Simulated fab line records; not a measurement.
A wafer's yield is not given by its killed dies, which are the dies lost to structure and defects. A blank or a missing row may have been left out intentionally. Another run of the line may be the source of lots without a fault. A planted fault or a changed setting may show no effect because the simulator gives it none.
Which of the tools did it? / flow n5_finfet / 11 lots (33 wafers sampled), 1 step of a 1938-step route

WHAT EACH GAUGE READ, for each wafer
N5_BEOL_M10_OCD_MEAS_38.
lot=L447; measured=day 10 00:21; on=ocd-02; trench_depth_nm (nm)=147.3 150.8 147.3
lot=L450; measured=day 11 06:56; on=ocd-01; trench_depth_nm (nm)=147.6 152.5 152.5
lot=L451; measured=day 11 07:09; on=ocd-02; trench_depth_nm (nm)=149.8 150.1 145.8
lot=L454; measured=day 12 00:40; on=ocd-02; trench_depth_nm (nm)=146.9 144.3 148.3
lot=L453; measured=day 12 01:30; on=ocd-02; trench_depth_nm (nm)=149.6 148.6 148.8
lot=L458; measured=day 13 10:44; on=ocd-02; trench_depth_nm (nm)=152.9 150.6 146.2
lot=L462; measured=day 14 08:25; on=ocd-02; trench_depth_nm (nm)=147.8 151.5 146.5
lot=L464; measured=day 14 18:56; on=ocd-01; trench_depth_nm (nm)=147.3 146.5 152.0
lot=L468; measured=day 15 16:54; on=ocd-02; trench_depth_nm (nm)=147.3 145.3 148.0
lot=L469; measured=day 15 17:17; on=ocd-01; trench_depth_nm (nm)=146.8 148.3 153.8
lot=L470; measured=day 15 22:58; on=ocd-02; trench_depth_nm (nm)=152.9 153.3 147.4

WHAT TOOL EACH LOT RAN ON (gives the tool, then ch and the chambers of the sampled wafers, and finally the start)
There is no process step in the record ahead of these readings.

THE ANSWER, worked out from the rows above alone
Rule: the lots themselves supply what counts as usual. Put in order of their means at a reading, lots are off if they are a third of the lots or fewer, leave a main group of 4 or more, and stand apart from it by a gap of 3 or more times the standard deviation of the main group's means; of several such gaps the widest counts. Not used: any main group whose means are identical at the precision the tables above print for the reading. Also off: a lot with no number at a reading for which 4 or more lots have one. Where the step has rows for the other lots, those lots are counted as sound.
No lot is off at any reading shown: from this, nothing can be told.

WHAT THE SIMULATOR PUT IN
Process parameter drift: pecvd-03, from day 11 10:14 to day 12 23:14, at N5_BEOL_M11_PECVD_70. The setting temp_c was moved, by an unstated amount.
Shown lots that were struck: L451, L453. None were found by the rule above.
